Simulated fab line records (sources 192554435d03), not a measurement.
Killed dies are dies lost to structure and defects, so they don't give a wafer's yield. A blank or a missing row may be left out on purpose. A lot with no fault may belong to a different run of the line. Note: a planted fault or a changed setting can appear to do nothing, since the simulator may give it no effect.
The same fault as seen by 3 desks	flow n5-finfet	each desk holds nothing but its own numbers, with what lay behind them at the end

## THE METROLOGY DESK
What the gauges read for every lot (on any tool): the sampled wafers with a number, averaged. Marked OUT: a lot whose mean sits more than 4 standard deviations from the usual mean, which makes it out of limits; the brackets give that distance.
Columns: A = cd-nm at N5_BEOL_M11_CD_MEAS_28, usual 70.0 nm; B = V10_OVL at N5_BEOL_M11_OVL_MEAS_29, usual 0.0 nm
lot	first seen here	A	B
L159	day 10 19:49	69.5	-0.8
L161	day 11 19:53	69.8	-0.4
L163	day 11 20:04	69.9	0.8
L162	day 12 06:22	68.7	-0.3
L164	day 12 09:29	70.1	0.3
L175	day 14 22:15	69.5	1.1
L174	day 15 01:57	69.4	0.1
This desk's finding: nothing out of limits on any of the 7 lots.

## FOR THE TOOL OWNER'S DESK: rie-diel-03
The tool's own readings at N5_BEOL_M11_VIA_ETCH_34 (etches SiCOH lowk in C4F6/O2, target depth 184.5 nm, time 69.2 s): means of the sampled wafers that have a number, for each lot that ran on this tool. Marked OUT: a lot whose mean sits more than 4 standard deviations from the usual mean, which makes it out of limits; the brackets give that distance. Readings shown: 7 out of 8 (the first out of limits, and those lying furthest out on some lot).
Columns: A = chamber-pressure-mTorr at N5_BEOL_M11_VIA_ETCH_34, usual 29.996 mTorr; B = oes-product-au at N5_BEOL_M11_VIA_ETCH_34, usual 0.81 a.u.; C = rf-fwd-power-W at N5_BEOL_M11_VIA_ETCH_34, usual 342.0 W; D = rf-vpp-V at N5_BEOL_M11_VIA_ETCH_34, usual 669 V; E = run-length-s at N5_BEOL_M11_VIA_ETCH_34, usual 92.5 s; F = showerhead-plenum-p-Torr at N5_BEOL_M11_VIA_ETCH_34, usual 2.88 Torr; G = throttle-valve-pct at N5_BEOL_M11_VIA_ETCH_34, usual 20.89 %
lot	first seen here	A	B	C	D	E	F	G
L159	day 10 20:14	29.998	0.84	341.9	673	92.5	2.85	20.99
L161	day 11 20:11	29.985	0.87	341.1	677	92.5	2.79	20.90
L163	day 11 20:39	29.981	0.81	340.8	672	91.6	2.76	20.90
L162	day 12 06:40	30.027	0.83	341.2	674	90.9	2.84	21.02
L164	day 12 09:50	29.977	0.72	342.1	664	90.2 (-5.3) OUT	2.83	21.09
This desk's verdict: out of limits on L164, starting with L164 at day 12 09:50 (run-length-s at N5_BEOL_M11_VIA_ETCH_34). Within limits: L159, L161, L163, L162.

## THE DEFECT DESK
What the inspections along the route counted, lot by lot: means of the sampled wafers that have a number. Marked OUT: a lot whose mean sits more than 4 standard deviations from the usual mean, which makes it out of limits; the brackets give that distance.
Columns: A = raw-defect-count at N5_BEOL_M11_INSPECT_30, usual 385
lot	first seen here	A
L159	day 10 19:52	365
L161	day 11 19:56	407
L163	day 11 20:07	356
L162	day 12 06:26	433
L164	day 12 09:33	311
L175	day 14 22:18	497
L174	day 15 02:01	400
This desk's finding: nothing out of limits on any of the 7 lots.

## TAKEN TOGETHER
On L164, at day 12 09:50, an alarm was possible from the tool owner's desk.
At the metrology desk, nothing out of limits was observed.
Nothing out of limits was seen by the defect desk.
The metrology desk holds a record of L164, inside its limits.
The defect desk has L164 on record, within its limits.
Every lot named ran N5_BEOL_M11_VIA_ETCH_34 on rie-diel-03.

## WHAT THE SIMULATOR HAD PUT IN
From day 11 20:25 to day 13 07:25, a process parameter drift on rie-diel-03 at N5_BEOL_M11_VIA_ETCH_34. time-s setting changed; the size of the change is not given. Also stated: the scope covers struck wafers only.
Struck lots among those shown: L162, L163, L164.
Each desk's first reading out of limits, in hours after the fault started: the tool owner's desk, 13.
